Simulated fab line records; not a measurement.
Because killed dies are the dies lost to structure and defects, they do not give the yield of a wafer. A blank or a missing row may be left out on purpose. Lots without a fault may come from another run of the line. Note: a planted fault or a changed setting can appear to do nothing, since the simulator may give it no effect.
Code-filled problem report in 8D (eight disciplines) form || flow n5_finfet || the parts of the form that need people (team, actions taken, sign-off) are left out

## 1. THE ISSUE
Mean M10_THK at N5_BEOL_M10_THK_MEAS_53: 251 nm over 2 wafers in 2 lots; fault-free wafers: 140 nm, standard deviation 3.8. That puts it +29 standard deviations away from the usual mean.
The step: measures by xrf.
Seen first at day 14 19:26 on film_metro-01, wafer L773.2. Wafers with a number at this step in the record: 26, from 9 lots. Rule for "out" (also "out of limits"): further than 4 standard deviations from the usual mean. The rest of the wafers with a number are treated as sound.

## 2. WHAT IT IS; WHAT IT IS NOT
{"question": "which readings at this step", "is": "M10_THK", "is not": "-"}
{"question": "which lots", "is": "L773, L775", "is not": "L762, L765, L766, L779, L780, L781, L782"}
{"question": "which wafers of those lots", "is": "L773.2, L775.4", "is not": "L773.3, L773.5, L775.5"}
{"question": "read on which gauges", "is": "film_metro-01", "is not": "-"}
{"question": "when", "is": "from day 14 19:26", "is not": "up to then (11 sound wafers); but 13 sound wafers of L775, L779, L780, L781, L782 came after"}

## 3. SUSPECTS, AND WHAT RULES EACH OUT
Counting: any tool at a process step up to the reading remains a suspect provided it ran every lot that is out. Sound lots after the first of them don't rule it out here, since some wafers of a struck lot are sound.
- the gauge at N5_BEOL_M10_THK_MEAS_53 has been ruled out. All the wafers that are out were read on film_metro-01, but those of them that N5_BEOL_M10_CMP_52 has rows for are out there too, on other tools.
- cmp-03 at N5_BEOL_M10_CMP_52 (polishes, stops on SiCOH lowk, t overpolish 7 s, target thk 140 nm): kept. Ran every lot that is out, first one L773 (day 14 19:10); last sound lot up to then L765 (day 12 11:22). Its own barrier_field_endpoint_s, overpolish_run_s, time_to_endpoint_s readings are out on those wafers.
The count leaves cmp-03 at N5_BEOL_M10_CMP_52.

## 4. THE CAUSE (what the simulator had put in)
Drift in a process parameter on cmp-03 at N5_BEOL_M10_CMP_52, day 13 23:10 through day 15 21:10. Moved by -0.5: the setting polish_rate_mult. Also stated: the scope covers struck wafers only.
This tool alone remained once counting was done.

## 5. THE EFFECT CHAIN, in route order
Rows list readings where the struck wafers' mean (over those with a number) sits beyond 3 standard deviations from the usual. Only readings for which the record gives a usual standard deviation are gone through. hours: the time from each lot's start at the first step in this table that gives one to its start at this step, as a median over the lots. sigmas: the change in usual standard deviations.
{"hours": 0, "step": "N5_BEOL_M10_CMP_52", "reading": "barrier_field_endpoint_s", "usual": "28.7 s", "on struck wafers": 46.7, "change": "+18.0", "sigmas": "+21"}
{"hours": 0, "step": "N5_BEOL_M10_CMP_52", "reading": "overpolish_run_s", "usual": "6.999 s", "on struck wafers": 0.042, "change": -6.957, "sigmas": "-99 or more"}
{"hours": 0, "step": "N5_BEOL_M10_CMP_52", "reading": "time_to_endpoint_s", "usual": "66 s", "on struck wafers": 86, "change": "+20", "sigmas": "+5.1"}
{"hours": 0, "step": "N5_BEOL_M10_THK_MEAS_53", "reading": "M10_THK", "usual": "140 nm", "on struck wafers": 251, "change": "+111", "sigmas": "+29"}
{"hours": 0, "step": "N5_BEOL_M10_INSPECT_58", "reading": "raw_defect_count", "usual": 74, "on struck wafers": 2292, "change": "+2218", "sigmas": "+92"}
{"hours": 50, "step": "N5_PASSIVATION_PROBE_49", "reading": "defect_limited_yield", "usual": "91.7 %", "on struck wafers": 0.0, "change": -91.7, "sigmas": -61}
{"hours": 50, "step": "N5_PASSIVATION_PROBE_49", "reading": "killed_at_M4_up", "usual": 14, "on struck wafers": 1106, "change": "+1092", "sigmas": "+99 or more"}
{"hours": 50, "step": "N5_PASSIVATION_PROBE_49", "reading": "killed_dies", "usual": 98, "on struck wafers": 1180, "change": "+1082", "sigmas": "+60"}
{"hours": 50, "step": "N5_PASSIVATION_PROBE_49", "reading": "killed_on_rim", "usual": 13, "on struck wafers": 152, "change": "+139", "sigmas": "+39"}
{"hours": 50, "step": "N5_PASSIVATION_PROBE_49", "reading": "sort_n_pass", "usual": 1082, "on struck wafers": 0, "change": -1082, "sigmas": -60}
{"hours": 50, "step": "N5_PASSIVATION_PROBE_49", "reading": "sort_yield_pct", "usual": "91.7 %", "on struck wafers": 0.0, "change": -91.7, "sigmas": -61}
It contains these process steps:
- N5_BEOL_M10_CMP_52: polishes, stops on SiCOH lowk, t overpolish 7 s, target thk 140 nm.
- N5_PASSIVATION_PROBE_49

## 6. HOW IT WOULD HAVE BEEN CAUGHT EARLIER
Counted from the fault's start at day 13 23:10, it took 20 hours until the first out-of-limits reading at a measuring or inspecting step in this record, taken at day 14 19:26.
The tool's own readings at N5_BEOL_M10_CMP_52 were out on every struck wafer that the step has a row for (barrier_field_endpoint_s, overpolish_run_s, time_to_endpoint_s): an alarm limit on them would have fired on the first of those.
Among the 2 lots that are out, L775 began N5_BEOL_M10_CMP_52 on cmp-03 after day 14 19:26. Putting the tool on hold at that point would have spared it.
